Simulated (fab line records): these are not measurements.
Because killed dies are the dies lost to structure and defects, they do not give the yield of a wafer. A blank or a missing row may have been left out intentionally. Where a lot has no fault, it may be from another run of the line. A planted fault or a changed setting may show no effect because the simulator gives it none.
Matching of chambers | flow nand-harc | NHARC_A_CONTACT_ETCH_75 on rie-diel-13: 4 sister chambers
The step etches the open film in CF4, target depth 39 nm, time 65 s. 8 wafers are shown with their chamber, then 8 later ones without.

## EACH WAFER AND ITS CHAMBER
wafer  | chamber | drypump-motor-current-A (A) | rf-vpp-V (V)
L093.2 | 0       | 6.5                         | 151.4
L093.4 | 1       | 5.2                         | 149.9
L093.5 | 3       | 5.1                         | 149.4
L093.6 | 2       | 5.9                         | 151.0
L094.1 | 3       | 5.2                         | 151.0
L094.2 | 0       | 6.5                         | 152.8
L094.3 | 1       | 5.2                         | 148.7
L094.4 | 2       | 5.9                         | 149.9

## WAFERS MISSING THEIR CHAMBER
wafer  | drypump-motor-current-A (A) | rf-vpp-V (V)
L094.5 | 5.2                         | 149.7
L094.6 | 6.5                         | 151.4
L095.1 | 5.2                         | 151.1
L095.2 | 5.9                         | 149.2
L095.3 | 5.2                         | 150.2
L095.4 | 6.5                         | 151.6
L095.5 | 5.2                         | 149.4
L095.6 | 5.9                         | 150.1

## CHAMBER TAKEN BY EACH
wafer  | from the rows above     | in truth
L094.5 | can't be placed: 1 or 3 | 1
L094.6 | 0                       | 0
L095.1 | can't be placed: 3 or 1 | 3
L095.2 | 2                       | 2
L095.3 | can't be placed: 1 or 3 | 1
L095.4 | 0                       | 0
L095.5 | can't be placed: 1 or 3 | 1
L095.6 | 2                       | 2
Placed correctly: 4 of 8. Can't be placed from these rows: 4 (the true chamber is among the candidates in 4). Wrongly placed: 0.
How it was worked out, from the rows above alone: a wafer's distance from a chamber is the root of the sum, over the readings, of the square of ((its reading less the chamber's mean) divided by the reading's scatter). If the next closest chamber is less than 2 further off than the closest, the wafer can't be placed; otherwise it belongs to the closest. A chamber's mean is the mean of its shown wafers. The scatter: the root of (the sum of the squares of (reading less its chamber's mean) over the shown wafers, divided by (wafers less chambers)).
